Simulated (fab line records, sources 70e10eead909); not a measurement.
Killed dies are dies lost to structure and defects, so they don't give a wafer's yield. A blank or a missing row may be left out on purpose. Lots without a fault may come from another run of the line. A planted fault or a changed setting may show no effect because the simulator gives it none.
fab line records | flow nand_harc
record lots=11 wafers=33 last_day=32
route steps=1302 shown A_CHANNEL_HOLE_D2@592 A_CHANNEL_FILL_D2@613
lots that met no fault: from a run of the same line without faults
start_h: hours from the record's first day to the start of the lot's first wafer shown | wait_h: hours since the lot's step before | " the same as in the row above | L1.1+2: a row that stands for several wafers | - no value, or no start given | * or withheld: withheld | < > ~ a bound
route shown NAME@n: a module of which the file shows steps, and the number in the route of the first | usual: mean/standard deviation of fault-free wafers | same: alike in all rows | chamber/n: place in a boat | sites: the reading at each site | _std_site: their standard deviation | _edge_site: outer sites' mean less inner sites' | radius_mm: how far each site lies from the wafer's centre | mask NAME#n: copy n | behind: the tool/chamber that last shaped the wafer | hold: why the lot was held/for how many hours/how that ended | device: the transistor (n, p or np) that didn't switch | end of line: the same wafers' tests at the end of the route | a step without rows: its recipe alone | killed: dies lost to structure and defects at the first sort, not the wafer's yield | map: a wafer's dies, x killed, . not, _ none there
set.NAME: the setting as run; set.NAME@STEP: as run at that earlier step | model.NAME: the simulator's own value behind a step, which no gauge read
steps of the route over a sample of lots; a table a step, a row a wafer
services: from which hour (start_h, from the record's first day; less than 0 if before it) a tool's chamber was out of use, for how many hours, and why
## steps
# step NHARC_A_CHANNEL_HOLE_D2_ETCH_20
# recipe bias_v=3000 source_w=withheld pressure_mtorr=20 time_s=361.9 ar_flow_sccm=375 c4f8_flow_sccm=89.3 o2_flow_sccm=35.7 temp_c=-20 target_depth_a=16000 chemistry=C4F8/O2/Ar
# usual drypump_motor_current_A=5.51/0.24 showerhead_plenum_p_Torr=3.69/0.089 throttle_valve_pct=32.155/0.0096
# columns lot.wafer tool chamber start_h wait_h drypump_motor_current_A rf_hours_counter_h showerhead_plenum_p_Torr throttle_valve_pct
L861.1 har_etch-01 0 290.39 0.1 5.65 153 3.70 32.163
L861.2 " 1 " " 5.49 153 3.70 32.157
L861.6 " 0 " " 5.65 - 3.70 32.140
L863.1 har_etch-02 0 315.22 0.1 5.75 355 3.60 32.137
L863.4 " 1 " " 5.06 - 3.73 32.150
L863.5 " 0 " " 5.77 - 3.60 32.155
L864.2 har_etch-01 0 319.28 0.1 5.65 172 3.69 32.168
L864.4 " 1 " " 5.51 - 3.69 32.139
L864.5 " 0 " " 5.66 - 3.69 32.144
L872.2 har_etch-02 1 408.97 0.1 5.07 11 3.70 32.172
L872.3 " 0 " " 5.78 - 3.93 32.155
L872.6 " 1 " " 5.08 - 3.70 32.153
L873.1 har_etch-02 0 413.21 0.1 5.76 15 3.92 32.163
L873.3 " 1 " " 5.06 - 3.70 32.162
L873.4 " 0 " " 5.78 - 3.92 32.153
L877.2 har_etch-01 0 456.41 0.1 5.65 260 3.64 32.165
L877.4 " 1 " " 5.48 - 3.64 32.157
L877.5 " 1 " " 5.49 - 3.64 32.154
L879.2 har_etch-02 1 475.53 0.1 5.06 50 3.68 32.148
L879.4 " 0 " " 5.77 - 3.91 32.156
L879.6 " 1 " " 5.06 - 3.68 32.158
L880.1 har_etch-01 0 479.09 0.1 5.64 276 3.63 32.156
L880.2 " 1 " " 5.50 276 3.63 32.130
L880.5 " 1 " " 5.50 - 3.63 32.158
L881.1 har_etch-01 0 484.92 0.1 5.63 279 3.63 32.153
L881.2 " 1 " " 5.50 279 3.63 32.155
L881.3 " 1 " " 5.50 - 3.63 32.141
L882.1 har_etch-01 1 498.66 0.1 5.49 283 3.63 32.165
L882.2 " 0 " " 5.64 283 3.63 32.162
L882.6 " 1 " " 5.50 - 3.63 32.156
L883.1 har_etch-02 0 509.69 0.1 5.78 69 3.89 32.141
L883.4 " 1 " " 5.04 - 3.67 32.151
L883.6 " 1 " " 5.06 - 3.67 32.146
# step NHARC_A_CHANNEL_HOLE_D2_ETCH_21
# recipe bias_v=3000 source_w=withheld pressure_mtorr=20 time_s=514.3 ar_flow_sccm=375 c4f8_flow_sccm=89.3 o2_flow_sccm=35.7 temp_c=-20 target_depth_a=16000 chemistry=C4F8/O2/Ar
# usual drypump_motor_current_A=5.51/0.24 showerhead_plenum_p_Torr=3.69/0.089 throttle_valve_pct=32.155/0.0095
# columns lot.wafer tool chamber start_h wait_h drypump_motor_current_A rf_hours_counter_h showerhead_plenum_p_Torr throttle_valve_pct
L861.1 har_etch-01 0 290.71 0.3 5.64 154 3.70 32.145
L861.2 " 1 " " 5.49 154 3.70 32.153
L861.6 " 0 " " 5.64 - 3.70 32.154
L863.1 har_etch-02 0 315.53 0.3 5.79 356 3.60 32.165
L863.4 " 1 " " 5.07 - 3.73 32.149
L863.5 " 0 " " 5.77 - 3.60 32.145
L864.2 har_etch-01 0 319.62 0.3 5.64 173 3.69 32.150
L864.4 " 1 " " 5.49 - 3.69 32.152
L864.5 " 0 " " 5.64 - 3.69 32.151
L872.2 har_etch-02 1 409.28 0.3 5.06 12 3.70 32.166
L872.3 " 0 " " 5.77 - 3.93 32.154
L872.6 " 1 " " 5.05 - 3.70 32.156
L873.1 har_etch-02 0 413.55 0.3 5.77 15 3.92 32.152
L873.3 " 1 " " 5.06 - 3.70 32.162
L873.4 " 0 " " 5.78 - 3.92 32.161
L877.2 har_etch-01 0 456.72 0.3 5.66 261 3.64 32.173
L877.4 " 1 " " 5.50 - 3.64 32.142
L877.5 " 1 " " 5.49 - 3.64 32.163
L879.2 har_etch-02 1 475.84 0.3 5.06 50 3.68 32.159
L879.4 " 0 " " 5.76 - 3.90 32.162
L879.6 " 1 " " 5.05 - 3.68 32.150
L880.1 har_etch-01 0 479.41 0.3 5.63 276 3.63 32.162
L880.2 " 1 " " 5.49 276 3.63 32.157
L880.5 " 1 " " 5.50 - 3.63 32.149
L881.1 har_etch-01 0 485.23 0.3 5.65 280 3.63 32.151
L881.2 " 1 " " 5.51 280 3.63 32.160
L881.3 " 1 " " 5.49 - 3.63 32.155
L882.1 har_etch-01 1 498.97 0.3 5.50 284 3.63 32.161
L882.2 " 0 " " 5.64 284 3.63 32.140
L882.6 " 1 " " 5.50 - 3.63 32.155
L883.1 har_etch-02 0 510.00 0.3 5.76 69 3.89 32.160
L883.4 " 1 " " 5.06 - 3.67 32.159
L883.6 " 1 " " 5.06 - 3.67 32.147
# step NHARC_A_CHANNEL_HOLE_D2_ETCH_25
# recipe bias_v=5000 source_w=withheld pressure_mtorr=20 time_s=1040.2 ar_flow_sccm=375 c4f8_flow_sccm=93.8 o2_flow_sccm=31.2 temp_c=-20 target_depth_a=15000 chemistry=C4F8/O2/Ar
# usual drypump_motor_current_A=5.51/0.24 showerhead_plenum_p_Torr=3.69/0.088 throttle_valve_pct=32.234/0.0093
# columns lot.wafer tool chamber start_h wait_h drypump_motor_current_A rf_hours_counter_h showerhead_plenum_p_Torr throttle_valve_pct
L861.1 har_etch-01 0 293.16 0.6 5.63 156 3.69 32.234
L861.2 " 1 " " 5.47 156 3.69 32.237
L861.6 " 0 " " 5.64 - 3.69 32.242
L863.1 har_etch-02 0 318.01 0.6 5.76 358 3.60 32.216
L863.4 " 1 " " 5.05 - 3.72 32.235
L863.5 " 0 " " 5.77 - 3.60 32.211
L864.2 har_etch-01 0 322.12 0.6 5.65 175 3.68 32.227
L864.4 " 1 " " 5.48 - 3.68 32.225
L864.5 " 0 " " 5.64 - 3.68 32.240
L872.2 har_etch-02 1 411.76 0.6 5.05 14 3.69 32.237
L872.3 " 0 " " 5.75 - 3.92 32.239
L872.6 " 1 " " 5.07 - 3.69 32.233
L873.1 har_etch-02 0 416.07 0.6 5.77 18 3.92 32.229
L873.3 " 1 " " 5.07 - 3.69 32.233
L873.4 " 0 " " 5.76 - 3.92 32.234
L877.2 har_etch-01 0 459.21 0.6 5.63 263 3.63 32.227
L877.4 " 1 " " 5.49 - 3.63 32.239
L877.5 " 1 " " 5.49 - 3.63 32.239
L879.2 har_etch-02 1 478.31 0.6 5.06 52 3.67 32.247
L879.4 " 0 " " 5.78 - 3.90 32.237
L879.6 " 1 " " 5.06 - 3.67 32.232
L880.1 har_etch-01 0 481.89 0.6 5.64 278 3.63 32.233
L880.2 " 1 " " 5.48 278 3.63 32.235
L880.5 " 1 " " 5.48 - 3.63 32.223
L881.1 har_etch-01 0 487.71 0.6 5.64 282 3.62 32.229
L881.2 " 1 " " 5.52 282 3.62 32.237
L881.3 " 1 " " 5.49 - 3.63 32.232
L882.1 har_etch-01 1 501.46 0.6 5.50 286 3.62 32.241
L882.2 " 0 " " 5.66 286 3.62 32.243
L882.6 " 1 " " 5.48 - 3.62 32.241
L883.1 har_etch-02 0 512.49 0.6 5.77 72 3.89 32.232
L883.4 " 1 " " 5.05 - 3.66 32.237
L883.6 " 1 " " 5.06 - 3.66 32.247
# step NHARC_A_CHANNEL_HOLE_D2_XSEM_32
# recipe landing_energy_ev=35000
# usual bot_cd_nm=73.7/1.7 bow_nm=8.63/0.27 tilt_deg=0.08/0.034
# columns lot.wafer tool chamber start_h wait_h bot_cd_nm bow_nm tilt_deg
L861.1 xsem-01 0 296.03 0.1 72.3 8.98 0.10
L861.2 " 0 " " 75.0 8.93 0.10
L861.6 " 0 " " 75.6 8.87 0.10
L863.1 xsem-01 0 320.87 0.1 73.0 8.39 0.06
L863.4 " 0 " " 74.5 8.40 0.06
L863.5 " 0 " " 70.5 8.32 0.06
L864.2 xsem-02 0 324.69 0.1 72.2 8.13 0.10
L864.4 " 0 " " 76.6 8.18 0.10
L864.5 " 0 " " 74.4 8.09 0.10
L872.2 xsem-01 0 414.49 0.1 76.1 8.77 0.09
L872.3 " 0 " " 73.0 11.94 0.09
L872.6 " 0 " " 72.9 8.75 0.09
L873.1 xsem-01 0 418.63 0.1 74.3 11.57 0.10
L873.3 " 0 " " 75.3 8.76 0.11
L873.4 " 0 " " 74.2 11.64 0.10
L877.2 xsem-01 0 461.94 0.1 73.3 8.31 0.11
L877.4 " 0 " " 75.4 8.34 0.11
L877.5 " 0 " " 73.6 8.32 0.11
L879.2 xsem-01 0 481.00 0.1 73.5 8.55 0.00
L879.4 " 0 " " 72.1 8.49 0.00
L879.6 " 0 " " 75.2 8.47 0.00
L880.1 xsem-02 0 484.63 0.1 73.6 8.84 0.10
L880.2 " 0 " " 70.5 8.73 0.11
L880.5 " 0 " " 75.1 8.84 0.11
L881.1 xsem-01 0 490.44 0.1 72.4 8.40 0.07
L881.2 " 0 " " 71.9 8.45 0.07
L881.3 " 0 " " 70.9 8.44 0.07
L882.1 xsem-01 0 504.24 0.1 74.7 8.81 0.09
L882.2 " 0 " " 71.3 8.81 0.09
L882.6 " 0 " " 73.4 8.81 0.09
L883.1 xsem-01 0 515.23 0.1 74.4 8.74 0.16
L883.4 " 0 " " 73.6 8.72 0.16
L883.6 " 0 " " 74.6 8.70 0.16
# step NHARC_A_CHANNEL_FILL_D2_ALD_03
# recipe target_thk_a=60 pulse_time_s=60 ald_cycles=58 temp_c=630 pressure_torr=2 material=SiNx
# usual precursor_pulse_height_rel=0.999/0.017
# columns lot.wafer tool chamber start_h wait_h precursor_pulse_height_rel
L861.1 ald_sin_batch-01 0 - - 1.034
L861.2 " 0 " " 1.020
L861.6 " 0 " " 1.012
L863.1 ald_sin_batch-02 0 - - 0.998
L863.4 " 0 " " 1.027
L863.5 " 0 " " 1.019
L864.2 ald_sin_batch-01 0 - - 0.976
L864.4 " 0 " " 0.976
L864.5 " 0 " " 0.997
L872.2 ald_sin_batch-03 0 - - 0.993
L872.3 " 0 " " 0.981
L872.6 " 0 " " 0.993
L873.1 ald_sin_batch-02 0 - - 0.995
L873.3 " 0 " " 0.982
L873.4 " 0 " " 0.997
L877.2 ald_sin_batch-01 0 - - 0.963
L877.4 " 0 " " 0.985
L877.5 " 0 " " 1.004
L879.2 ald_sin_batch-03 0 - - 1.008
L879.4 " 0 " " 0.991
L879.6 " 0 " " 1.001
L880.1 ald_sin_batch-02 0 - - 1.001
L880.2 " 0 " " 1.006
L880.5 " 0 " " 1.001
L881.1 ald_sin_batch-01 0 - - 1.018
L881.2 " 0 " " 1.001
L881.3 " 0 " " 1.007
L882.1 ald_sin_batch-02 0 - - 1.004
L882.2 " 0 " " 1.021
L882.6 " 0 " " 1.051
L883.1 ald_sin_batch-02 0 - - 1.004
L883.4 " 0 " " 1.007
L883.6 " 0 " " 0.987
## services
# columns tool chamber start_h hours kind
ald_sin_batch-02 - 266.90 26.0 pm
har_etch-02 0 281.11 - consumable_replace:focus_ring
har_etch-02 0 281.11 17.0 scheduled_down
har_etch-02 0 281.11 17.0 vent_cycle
ald_sin_batch-03 - 359.59 6.2 repair
xsem-01 - 374.00 14.0 pm
har_etch-02 - 377.00 17.0 pm
har_etch-02 0 377.00 17.0 vent_cycle
har_etch-02 1 377.00 17.0 vent_cycle
har_etch-02 0 394.00 - clean
har_etch-02 0 394.00 - consumable_replace:showerhead
har_etch-02 1 394.00 - clean
har_etch-02 1 394.00 - consumable_replace:esc
har_etch-02 1 394.00 - consumable_replace:focus_ring
ald_sin_batch-03 - 395.50 8.7 repair
ald_sin_batch-01 - 506.02 26.0 pm
## key
first_sign step=NHARC_A_CHANNEL_HOLE_D2_XSEM_32 reading=bow_nm direction=up sigmas=12 usual=8.63 struck=11.72
effect none on later readings
met_at NHARC_A_CHANNEL_HOLE_D2_ETCH_20
struck_lots L872,L873
struck_wafers L872.3,L873.1,L873.4
tester_left_out L872,L873
not_acting_at NHARC_A_CHANNEL_HOLE_D2_ETCH_21,NHARC_A_CHANNEL_HOLE_D2_ETCH_25,NHARC_A_CHANNEL_FILL_D2_ALD_03
onset_between 315.22 408.97
fault kind=process_parameter_drift tool=har_etch-02 chamber=0 onset_h=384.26 steps=NHARC_A_CHANNEL_HOLE_D2_ETCH_20 channel=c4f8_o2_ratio offset=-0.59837 shape=step end_h=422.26 acts_in=these_recipes_only stated=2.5
# tester_left_out: of these lots the tester's yield and bins aren't shown, on N5 and GAA mostly nor the transistor test; their killed dies are dies lost to structure and defects alone, not to doping, threshold or leakage, so they don't give the yield
